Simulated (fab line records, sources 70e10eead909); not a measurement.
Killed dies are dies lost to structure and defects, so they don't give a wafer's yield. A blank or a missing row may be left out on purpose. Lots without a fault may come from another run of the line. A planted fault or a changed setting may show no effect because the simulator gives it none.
fab line records | flow nand_harc
record lots=14 wafers=39 last_day=24
route steps=1159 shown A_CONTACT@940 END@1159
lots that met no fault: from a run of the same line without faults
start_h: hours from the record's first day to the start of the lot's first wafer shown | wait_h: hours since the lot's step before | " the same as in the row above | L1.1+2: a row that stands for several wafers | - no value, or no start given | * or withheld: withheld | < > ~ a bound
route shown NAME@n: a module of which the file shows steps, and the number in the route of the first | usual: mean/standard deviation of fault-free wafers | same: alike in all rows | chamber/n: place in a boat | sites: the reading at each site | _std_site: their standard deviation | _edge_site: outer sites' mean less inner sites' | radius_mm: how far each site lies from the wafer's centre | mask NAME#n: copy n | behind: the tool/chamber that last shaped the wafer | hold: why the lot was held/for how many hours/how that ended | device: the transistor (n, p or np) that didn't switch | end of line: the same wafers' tests at the end of the route | a step without rows: its recipe alone | killed: dies lost to structure and defects at the first sort, not the wafer's yield | map: a wafer's dies, x killed, . not, _ none there
set.NAME: the setting as run; set.NAME@STEP: as run at that earlier step | model.NAME: the simulator's own value behind a step, which no gauge read
steps of the route over a sample of lots; a table a step, a row a wafer
services: from which hour (start_h, from the record's first day; less than 0 if before it) a tool's chamber was out of use, for how many hours, and why
## steps
# step NHARC_A_CONTACT_ETCH_89
# recipe target_depth_a=2600 over_etch_frac=0.3 time_s=475.3 ion_energy_ev=200 n2_flow_sccm=150 h2_flow_sccm=150 ar_flow_sccm=0 rf_w=400 bias_w=150 chemistry=N2/H2
# usual drypump_motor_current_A=5.6/0.57 oes_product_au=0.999/0.0079 rf_fwd_power_W=399.1/1.2 rf_vpp_V=429.9/2.3 showerhead_plenum_p_Torr=2.01/0.08 throttle_valve_pct=14.171/0.0092
# columns lot.wafer tool chamber start_h wait_h drypump_motor_current_A oes_product_au rf_fwd_power_W rf_hours_counter_h rf_vpp_V showerhead_plenum_p_Torr throttle_valve_pct
L418.3 rie_diel-05 0 - - 5.8 0.994 400.2 5 429.1 1.98 14.178
L418.1 " 2 " " 4.8 0.999 399.2 6 430.7 2.03 14.164
L418.2 " 3 " " 5.0 1.000 400.5 6 430.7 2.02 14.172
L419.4 rie_diel-13 0 - - 5.4 1.006 398.1 37 428.6 1.95 14.177
L419.3 " 1 " " 6.4 1.013 402.1 38 426.9 1.88 14.185
L419.2 " 3 " " 5.3 1.014 397.4 37 426.6 1.88 14.162
L417.3 rie_diel-01 2 - - 6.3 0.995 399.4 30 428.3 1.99 14.178
L417.1 " 0 " " 6.2 0.988 396.7 28 431.8 2.09 14.170
L417.5 " 3 " " 5.7 0.988 400.5 - 429.9 2.04 14.184
L421.4 rie_diel-05 0 - - 5.8 0.997 398.8 8 428.4 1.98 14.174
L421.5 " 3 " " 5.0 0.996 399.4 - 430.3 2.02 14.173
L421.6 " 0 " " 5.8 1.003 400.2 - 430.6 1.98 14.154
L422.1 rie_diel-01 1 - - 5.1 0.990 398.5 31 432.4 2.13 14.168
L422.3 " 3 " " 5.7 0.987 398.0 33 431.4 2.04 14.183
L422.2 " 0 " " 6.2 0.987 398.9 32 431.9 2.09 14.152
L423.1 rie_diel-05 3 - - 5.0 1.004 400.3 12 430.6 2.01 14.158
L423.4 " 1 " " 6.1 0.998 399.5 13 428.7 1.95 14.169
L423.5 " 3 " " 5.0 1.004 400.9 - 428.0 2.01 14.157
L426.4 rie_diel-01 0 - - 6.2 0.998 400.2 44 430.7 2.08 14.185
L426.3 " 3 " " 5.7 0.994 399.5 45 431.6 2.03 14.162
L426.6 " 0 " " 6.2 0.992 400.3 - 431.4 2.08 14.174
L425.4 rie_diel-13 3 - - 5.4 0.995 398.2 56 425.8 1.87 14.183
L425.3 " 1 " " 6.4 0.997 399.8 57 426.6 1.87 14.171
L425.6 " 3 " " 5.4 0.997 397.0 - 425.9 1.87 14.174
L427.1 rie_diel-05 1 - - 6.1 1.005 398.4 20 428.4 1.95 14.180
L427.5 " 2 " " 4.8 1.009 398.1 - 431.0 2.03 14.177
L427.6 " 3 " " 5.0 0.991 399.7 - 430.6 2.01 14.192
L433.1 rie_diel-05 2 - - 4.8 1.001 399.1 26 429.3 2.02 14.187
L433.2 " 1 " " 6.1 1.018 399.7 27 427.4 1.94 14.173
L437.1 rie_diel-01 3 - - 5.7 1.000 399.2 3 431.0 2.03 14.166
L437.6 " 1 " " 5.2 1.010 398.0 - 432.7 2.12 14.172
L438.2 rie_diel-05 0 - - 5.8 1.003 398.0 27 427.1 1.98 14.177
L438.1 " 2 " " 4.7 1.009 396.1 29 430.9 2.02 14.179
L440.4 rie_diel-13 3 - - 5.4 1.009 399.6 20 434.7 2.21 14.182
L440.3 " 0 " " 5.4 1.014 402.0 20 428.4 1.94 14.161
L440.6 " 3 " " 5.4 1.002 400.8 - 436.3 2.21 14.161
L439.2 rie_diel-13 3 - - 5.3 1.008 400.2 21 433.9 2.21 14.162
L439.6 " 0 " " 5.4 1.004 398.9 - 428.0 1.94 14.179
L439.5 " 1 " " 6.4 0.997 397.3 - 434.9 2.21 14.175
# step NHARC_A_CONTACT_ETCH_137
# recipe source_w=withheld pressure_mtorr=20 bias_v=3000 time_s=132 target_depth_a=12870 ar_flow_sccm=withheld c4f8_flow_sccm=withheld o2_flow_sccm=withheld chemistry=C4F8/O2/Ar
# columns lot.wafer tool chamber start_h wait_h rf_hours_counter_h
L418.2 har_cap_etch-03 1 391.55 0.1 86
L418.1 " 0 " " 86
L418.3 " 1 " " -
L419.2 har_cap_etch-03 1 392.80 0.1 87
L419.4 " 0 " " -
L419.3 " 1 " " -
L417.1 har_cap_etch-01 1 397.58 0.1 63
L417.3 " 1 " " -
L417.5 " 1 " " -
L421.4 har_cap_etch-03 0 400.83 0.1 -
L421.6 " 0 " " -
L421.5 " 1 " " -
L422.1 har_cap_etch-02 1 406.56 0.1 18
L422.2 " 0 " " 18
L422.3 " 1 " " -
L423.1 har_cap_etch-02 1 434.49 0.1 21
L423.4 " 1 " " -
L423.5 " 1 " " -
L426.3 har_cap_etch-03 0 444.58 0.1 -
L426.4 " 1 " " -
L426.6 " 1 " " -
L425.4 har_cap_etch-01 0 447.31 0.1 -
L425.3 " 1 " " -
L425.6 " 1 " " -
L427.1 har_cap_etch-02 0 476.42 0.1 28
L427.6 " 0 " " -
L427.5 " 1 " " -
L433.2 har_cap_etch-01 0 500.75 0.1 79
L433.1 " 1 " " 79
L437.1 har_cap_etch-03 0 511.99 0.1 108
L437.6 " 1 " " -
L438.1 har_cap_etch-03 0 517.51 0.1 109
L438.2 " 1 " " 109
L440.4 har_cap_etch-02 1 517.79 0.1 -
L440.3 " 0 " " -
L440.6 " 0 " " -
L439.2 har_cap_etch-01 0 521.42 0.1 84
L439.5 " 1 " " -
L439.6 " 0 " " -
# step NHARC_A_CONTACT_ALD_18
# recipe target_thk_a=30 pulse_time_s=1 ald_cycles=150 temp_c=450 material=TiN
# usual ald_cycles=150/0 heater_power_w=1089/110 precursor_pulse_height_rel=1.000/0.02 susceptor_temp_C=450.00/0.23
# columns lot.wafer tool chamber start_h wait_h ald_cycles heater_power_w precursor_pulse_height_rel susceptor_temp_C
L418.1 ald_metal-01 1 393.48 - 150 1169 0.965 450.22
L418.2 " 2 " " 150 1125 0.980 450.05
L418.3 " 2 " " 150 1132 0.993 450.17
L419.2 ald_metal-04 3 394.62 - 150 1356 1.006 450.19
L419.3 " 1 " " 150 1077 1.014 450.11
L419.4 " 2 " " 150 1164 0.995 449.54
L417.1 ald_metal-02 3 401.15 - 150 1070 0.991 449.82
L417.3 " 0 " " 150 1110 0.973 449.62
L417.5 " 0 " " 150 1083 1.021 450.16
L421.4 ald_metal-04 2 402.65 - 150 1117 1.004 449.82
L421.5 " 1 " " 150 1077 0.988 450.02
L421.6 " 2 " " 150 1141 1.005 450.04
L422.3 ald_metal-01 0 408.38 - 150 992 0.995 449.96
L422.2 " 1 " " 150 1168 0.973 449.99
L422.1 " 2 " " 150 1129 0.987 450.16
L423.4 ald_metal-01 3 436.46 - 150 1151 0.994 450.11
L423.1 " 1 " " 150 1159 1.004 450.06
L423.5 " 0 " " 150 998 1.044 450.13
L426.3 ald_metal-01 1 446.38 - 150 1170 1.018 450.13
L426.4 " 3 " " 150 1197 1.000 449.56
L426.6 " 2 " " 150 1137 1.040 449.91
L425.3 ald_metal-04 1 449.07 - 150 1067 0.994 449.82
L425.4 " 0 " " 150 904 0.958 449.52
L425.6 " 1 " " 150 1062 1.010 449.85
L427.1 ald_metal-02 1 478.26 - 150 914 0.957 450.24
L427.5 " 1 " " 150 929 0.961 450.25
L427.6 " 2 " " 150 1061 1.021 449.52
L433.1 ald_metal-02 0 502.61 - 167 1069 1.001 450.15
L433.2 " 1 " " 150 916 0.977 449.95
L437.1 ald_metal-02 3 513.84 - 167 1070 0.985 449.98
L437.6 " 1 " " 167 915 0.993 449.81
L438.1 ald_metal-02 3 519.48 - 167 1095 1.014 -
L438.2 " 0 " " 150 1092 1.010 -
L440.3 ald_metal-01 2 519.63 - 150 1185 0.981 450.03
L440.4 " 3 " " 150 1284 1.015 450.06
L440.6 " 2 " " 150 1188 1.032 450.33
L439.2 ald_metal-01 2 523.29 - 150 1203 1.001 450.13
L439.6 " 1 " " 150 1146 1.007 449.65
L439.5 " 2 " " 150 1203 1.005 450.04
# step NHARC_A_CONTACT_INSPECT_23
# usual raw_defect_count=406/100
# columns lot.wafer tool chamber start_h wait_h raw_defect_count
L418.1 defect_inspect-01 - 412.08 0.1 324
L418.2 " - " " 609
L418.3 " - " " 599
L419.2 defect_inspect-01 - 413.89 0.1 289
L419.3 " - " " 352
L419.4 " - " " 367
L417.1 defect_inspect-01 - 415.80 0.1 425
L417.3 " - " " 325
L417.5 " - " " 243
L421.4 defect_inspect-01 - 417.09 0.1 458
L421.5 " - " " 386
L421.6 " - " " 398
L422.1 defect_inspect-01 - 420.07 0.1 548
L422.2 " - " " 439
L422.3 " - " " 270
L423.1 defect_inspect-01 - 443.55 0.1 274
L423.4 " - " " 293
L423.5 " - " " 325
L426.3 defect_inspect-01 - 447.97 0.1 354
L426.4 " - " " 436
L426.6 " - " " 444
L425.3 defect_inspect-01 - 454.02 0.1 357
L425.4 " - " " 597
L425.6 " - " " 457
L427.1 defect_inspect-01 - 481.38 0.1 155
L427.5 " - " " 280
L427.6 " - " " 366
L433.1 defect_inspect-02 - 509.05 0.1 717
L433.2 " - " " 662
L437.1 defect_inspect-01 - 516.02 0.1 594
L437.6 " - " " 553
L438.1 defect_inspect-02 - 521.00 0.1 447
L438.2 " - " " 359
L440.3 defect_inspect-01 - 521.10 0.1 412
L440.4 " - " " 434
L440.6 " - " " 654
L439.2 defect_inspect-02 - 524.75 0.1 438
L439.5 " - " " 364
L439.6 " - " " 452
# step NHARC_END_SORT_01
# recipe temp_c=25
# usual killed_at_array=27/9.8 killed_at_other=0.6/0.83 killed_at_periphery=3.5/2.4 killed_dies=31/9.6 killed_open=3.1/1.9 killed_short=2.0/1.5
# same gross_dies=677
# columns lot.wafer tool chamber start_h wait_h killed_at_array killed_at_other killed_at_periphery killed_dies killed_open killed_short
L422.1 prober-02 0 482.24 2.5 30 0 1 31 0 1
L422.2 prober-02 0 483.04 2.8 34 0 4 38 4 5
L422.3 prober-02 0 483.84 3.1 37 1 9 47 5 3
L421.4 prober-01 0 492.12 3.4 24 1 4 29 2 4
L421.5 prober-01 0 492.91 3.7 20 0 2 22 2 1
L421.6 prober-01 0 493.70 3.9 21 0 5 26 2 2
L426.3 prober-02 0 499.46 3.1 35 0 2 37 2 3
L426.4 prober-02 0 500.27 3.4 42 0 4 46 3 4
L426.6 prober-02 0 501.88 4.0 44 1 2 47 2 0
L427.1 prober-01 0 531.00 2.5 4 0 5 9 0 3
L427.5 prober-01 0 534.24 3.8 15 0 4 19 4 1
L427.6 prober-01 0 535.06 4.1 15 1 5 21 7 2
L437.1 prober-01 0 575.28 2.5 24 3 7 34 0 0
L437.6 prober-01 0 579.25 4.0 27 1 4 32 5 0
L438.1 prober-01 0 583.04 2.5 21 1 7 29 5 5
L438.2 prober-01 0 583.84 2.8 21 0 8 29 2 3
L439.2 prober-02 0 583.87 2.8 43 1 2 46 8 4
L439.5 prober-02 0 586.26 3.7 39 1 1 41 2 2
L439.6 prober-02 0 587.05 4.0 28 1 4 33 4 2
# killed by level:class
L422.1 A_CHANNEL_HOLE_D1:chamber_film_flake=12 A_SLIT:chamber_film_flake=8 A_STAIRCASE:chamber_film_flake=6 A_SGD_CUT:geometric_particle:short=1 P_ZERO_WELL:chamber_film_flake=1 A_CHANNEL_FILL_D1:chamber_film_flake=1 A_WL_FILL:chamber_film_flake=1 A_CONTACT:chamber_film_flake=1
L422.2 A_CHANNEL_HOLE_D1:chamber_film_flake=14 A_STAIRCASE:chamber_film_flake=8 A_SLIT:chamber_film_flake=4 P_CONTACT:geometric_particle:open=2 A_CONTACT:geometric_particle:short=2 P_M0:geometric_particle:short=1 A_ONON_D1:geometric_particle:short=1 A_SGD_CUT:geometric_particle:short=1
L422.3 A_CHANNEL_HOLE_D1:chamber_film_flake=16 A_SLIT:chamber_film_flake=7 A_STAIRCASE:chamber_film_flake=7 P_GATE:chamber_film_flake=3 P_ZERO_WELL:chamber_film_flake=2 A_WL_FILL:chamber_film_flake=2 P_CONTACT:geometric_particle:open=1 P_M0:geometric_particle:open=1
L421.4 A_STAIRCASE:chamber_film_flake=6 A_SLIT:chamber_film_flake=6 A_CONTACT:chamber_film_flake=5 P_ZERO_WELL:chamber_film_flake=2 P_GATE:chamber_film_flake=2 A_CHANNEL_HOLE_D1:geometric_particle:short=1 A_CHANNEL_FILL_D1:geometric_particle:open=1 A_SLIT:geometric_particle:short=1
L421.5 A_SLIT:chamber_film_flake=8 A_STAIRCASE:chamber_film_flake=4 A_CONTACT:chamber_film_flake=4 P_ZERO_WELL:chamber_film_flake=2 A_CHANNEL_FILL_D1:geometric_particle:open=1 A_SLIT:geometric_particle:short=1 A_CONTACT:geometric_particle:open=1 A_BLC:chamber_film_flake=1
L421.6 A_STAIRCASE:chamber_film_flake=5 A_SLIT:chamber_film_flake=5 A_CONTACT:chamber_film_flake=5 P_ZERO_WELL:chamber_film_flake=3 A_CHANNEL_HOLE_D1:chamber_film_flake=2 P_M0:geometric_particle:short=1 A_WL_FILL:geometric_particle:open=1 A_WL_FILL:geometric_particle:short=1
L426.3 A_CHANNEL_HOLE_D1:chamber_film_flake=20 A_SLIT:chamber_film_flake=6 A_STAIRCASE:chamber_film_flake=2 A_CONTACT:chamber_film_flake=2 P_CONTACT:geometric_particle:open=1 P_CONTACT:geometric_particle:short=1 A_CHANNEL_HOLE_D1:geometric_particle:short=1 A_CHANNEL_FILL_D1:geometric_particle:open=1
L426.4 A_CHANNEL_HOLE_D1:chamber_film_flake=15 A_SLIT:chamber_film_flake=10 A_STAIRCASE:chamber_film_flake=9 P_M0:geometric_particle:short=3 A_CONTACT:chamber_film_flake=3 A_ZERO_WELL:chamber_film_flake=2 P_GATE:geometric_particle:open=1 A_CHANNEL_FILL_D1:geometric_particle:open=1
L426.6 A_CHANNEL_HOLE_D1:chamber_film_flake=14 A_STAIRCASE:chamber_film_flake=11 A_SLIT:chamber_film_flake=11 A_CONTACT:chamber_film_flake=6 P_GATE:geometric_particle:open=1 P_CONTACT:geometric_particle:open=1 A_WL_FILL:chamber_film_flake=1 A_BLC:chamber_film_flake=1
L427.1 P_ZERO_WELL:chamber_film_flake=3 P_M1:geometric_particle:short=1 A_ONON_D1:geometric_particle:short=1 A_M0:geometric_particle:short=1 P_M1:chamber_film_flake=1 A_CHANNEL_HOLE_D1:chamber_film_flake=1 A_CONTACT:chamber_film_flake=1
L427.5 A_CHANNEL_HOLE_D1:chamber_film_flake=9 P_M0:geometric_particle:open=2 A_CONTACT:chamber_film_flake=2 P_M2:geometric_particle:open=1 A_WL_FILL:geometric_particle:short=1 A_M1:geometric_particle:open=1 P_ZERO_WELL:chamber_film_flake=1 A_ZERO_WELL:chamber_film_flake=1
L427.6 A_CHANNEL_HOLE_D1:chamber_film_flake=6 A_M0:geometric_particle:open=2 P_CONTACT:geometric_particle:short=1 A_ONON_D1:geometric_particle:open=1 A_CHANNEL_FILL_D1:geometric_particle:open=1 A_WL_FILL:geometric_particle:short=1 A_WL_FILL:geometric_particle:open=1 A_CONTACT:geometric_particle:open=1
L437.1 A_CHANNEL_HOLE_D1:chamber_film_flake=17 A_CONTACT:chamber_film_flake=6 P_BONDPAD:chamber_film_flake=3 THIN_TSV:chamber_film_flake=3 P_STI:chamber_film_flake=2 P_M0:chamber_film_flake=2 A_WL_FILL:chamber_film_flake=1
L437.6 A_CHANNEL_HOLE_D1:chamber_film_flake=21 A_BLC:geometric_particle:open=2 P_GATE:geometric_particle:open=1 A_CONTACT:geometric_particle:open=1 A_M0:geometric_particle:open=1 P_STI:chamber_film_flake=1 P_M0:chamber_film_flake=1 P_BONDPAD:chamber_film_flake=1
L438.1 P_M0:chamber_film_flake=3 A_CHANNEL_HOLE_D1:chamber_film_flake=3 A_CHANNEL_FILL_D1:chamber_film_flake=3 A_CONTACT:chamber_film_flake=3 A_WL_FILL:geometric_particle:short=2 P_STI:chamber_film_flake=2 A_SLIT:chamber_film_flake=2 P_M0:geometric_particle:short=1
L438.2 A_CHANNEL_HOLE_D1:chamber_film_flake=8 A_CONTACT:chamber_film_flake=7 P_BONDPAD:chamber_film_flake=4 P_M0:chamber_film_flake=2 A_CHANNEL_FILL_D1:chamber_film_flake=2 P_CONTACT:geometric_particle:short=1 A_ONON_D1:geometric_particle:open=1 A_CHANNEL_HOLE_D1:geometric_particle:short=1
L439.2 A_SLIT:chamber_film_flake=17 A_CHANNEL_HOLE_D1:chamber_film_flake=6 A_CONTACT:geometric_particle:open=5 A_SGD_CUT:chamber_film_flake=4 A_WL_FILL:chamber_film_flake=3 A_WL_FILL:geometric_particle:short=2 A_CONTACT:chamber_film_flake=2 P_M2:geometric_particle:short=1
L439.5 A_SLIT:chamber_film_flake=27 A_SGD_CUT:chamber_film_flake=4 A_CHANNEL_HOLE_D1:chamber_film_flake=3 A_CHANNEL_FILL_D1:geometric_particle:open=1 A_STAIRCASE:geometric_particle:short=1 A_CONTACT:geometric_particle:open=1 A_M1:geometric_particle:short=1 P_GATE:chamber_film_flake=1
L439.6 A_SLIT:chamber_film_flake=10 A_SGD_CUT:chamber_film_flake=8 P_STI:chamber_film_flake=3 A_CHANNEL_HOLE_D1:chamber_film_flake=3 A_CONTACT:chamber_film_flake=3 P_M0:geometric_particle:open=1 A_ONON_D1:geometric_particle:short=1 A_CHANNEL_HOLE_D1:geometric_particle:open=1
## services
# columns tool chamber start_h hours kind
rie_diel-05 0 366.96 4.6 repair
rie_diel-05 0 374.12 - clean
rie_diel-05 1 374.12 - clean
rie_diel-05 2 374.12 - clean
ald_metal-01 3 392.54 11.2 repair
ald_metal-01 1 397.18 3.8 repair
ald_metal-04 - 406.00 10.0 pm
ald_metal-04 0 424.70 3.6 repair
rie_diel-13 - 453.21 9.0 pm
ald_metal-01 - 458.00 10.0 pm
ald_metal-01 0 458.00 10.0 vent_cycle
ald_metal-01 1 458.00 10.0 vent_cycle
ald_metal-01 2 458.00 10.0 vent_cycle
ald_metal-01 3 458.00 10.0 vent_cycle
rie_diel-05 - 458.16 1.0 repair
ald_metal-01 0 468.00 - clean
ald_metal-01 1 468.00 - clean
ald_metal-01 2 468.00 - clean
ald_metal-01 3 468.00 - clean
ald_metal-01 2 476.39 10.5 repair
ald_metal-04 2 480.33 5.2 repair
rie_diel-01 - 491.90 9.0 pm
rie_diel-05 3 501.35 4.8 repair
rie_diel-05 - 517.62 9.0 pm
## key
first_sign step=NHARC_A_CONTACT_ALD_18 reading=ald_cycles direction=up sigmas=99+ usual=150 struck=167
effect none on later readings
met_at NHARC_A_CONTACT_ALD_18
struck_lots L433,L437,L438
struck_wafers L433.1,L437.1,L437.6,L438.1
sort_left_out L433.1
tester_left_out L433,L437,L438
not_acting_at NHARC_A_CONTACT_ETCH_89,NHARC_A_CONTACT_ETCH_137,NHARC_A_CONTACT_INSPECT_23
onset_between 478.26 502.61
fault kind=process_parameter_drift tool=ald_metal-02 chamber=- onset_h=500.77 steps=NHARC_A_CONTACT_ALD_18 channel=ald_cycles offset=17 shape=step end_h=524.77 scope=struck_wafers_only acts_in=these_recipes_only stated=150
# tester_left_out: of these lots the tester's yield and bins aren't shown, on N5 and GAA mostly nor the transistor test; their killed dies are dies lost to structure and defects alone, not to doping, threshold or leakage, so they don't give the yield
# sort_left_out: the simulated sort isn't trusted on such a fault, so these wafers' sort isn't shown, and their yield isn't known
